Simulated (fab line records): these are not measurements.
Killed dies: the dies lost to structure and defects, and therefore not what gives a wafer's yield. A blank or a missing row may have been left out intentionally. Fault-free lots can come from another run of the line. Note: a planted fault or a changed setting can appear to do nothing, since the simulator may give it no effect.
What tool caused it? || flow n5 finfet || 21 wafers from 7 lots sampled at 2 of the route's 1938 steps

WHAT THE GAUGES READ, wafer by wafer
N5_MOL_CONTACT_COAG_THK_MEAS_29.
{"lot": "L333", "measured": "day 5 16:25", "on": "film metro-02", "MD_CAP_THK (nm)": "17.94 17.81 17.87"}
{"lot": "L336", "measured": "day 6 08:20", "on": "film metro-01", "MD_CAP_THK (nm)": "17.83 17.78 17.86"}
{"lot": "L345", "measured": "day 8 16:26", "on": "film metro-02", "MD_CAP_THK (nm)": "17.84 17.81 17.91"}
{"lot": "L347", "measured": "day 9 02:28", "on": "film metro-02", "MD_CAP_THK (nm)": "18.02 17.99 18.00"}
{"lot": "L349", "measured": "day 9 13:48", "on": "film metro-01", "MD_CAP_THK (nm)": "17.65 17.89 17.90"}
{"lot": "L351", "measured": "day 9 23:25", "on": "film metro-01", "MD_CAP_THK (nm)": "18.02 18.07 17.94"}
{"lot": "L353", "measured": "day 10 12:24", "on": "film metro-01", "MD_CAP_THK (nm)": "17.93 17.97 17.90"}

WHICH TOOL RAN EACH LOT (tool, then ch and the chambers of the sampled wafers, then the start)
{"lot": "L333", "N5_MOL_CONTACT_COAG_ANNEAL_113": "rtp anneal-02 ch 0, day 5 11:00"}
{"lot": "L336", "N5_MOL_CONTACT_COAG_ANNEAL_113": "rtp anneal-02 ch 0, day 6 02:02"}
{"lot": "L345", "N5_MOL_CONTACT_COAG_ANNEAL_113": "rtp anneal-01 ch 0, day 8 10:36"}
{"lot": "L347", "N5_MOL_CONTACT_COAG_ANNEAL_113": "rtp anneal-02 ch 0, day 8 21:16"}
{"lot": "L349", "N5_MOL_CONTACT_COAG_ANNEAL_113": "rtp anneal-02 ch 0, day 9 10:07"}
{"lot": "L351", "N5_MOL_CONTACT_COAG_ANNEAL_113": "rtp anneal-01 ch 0, day 9 19:10"}
{"lot": "L353", "N5_MOL_CONTACT_COAG_ANNEAL_113": "rtp anneal-02 ch 0, day 10 07:53"}
- N5_MOL_CONTACT_COAG_ANNEAL_113: time 300 s.

THE ANSWER, worked out from the rows above alone
Rule: the lots themselves supply what counts as usual. Put in order of their means at a reading, lots are off if they are a third of the lots or fewer, leave a main group of 4 or more, and stand apart from it by a gap of 3 or more times the standard deviation of the main group's means; of several such gaps the widest counts. A main group is skipped when, at the precision printed for the reading in the tables above, its means are all equal. Also off: a lot with no number at a reading for which 4 or more lots have one. The other lots that the step has rows for count as sound.
Across all readings shown, no lot is off: no conclusion can be drawn from this.

WHAT HAD BEEN PUT IN BY THE SIMULATOR
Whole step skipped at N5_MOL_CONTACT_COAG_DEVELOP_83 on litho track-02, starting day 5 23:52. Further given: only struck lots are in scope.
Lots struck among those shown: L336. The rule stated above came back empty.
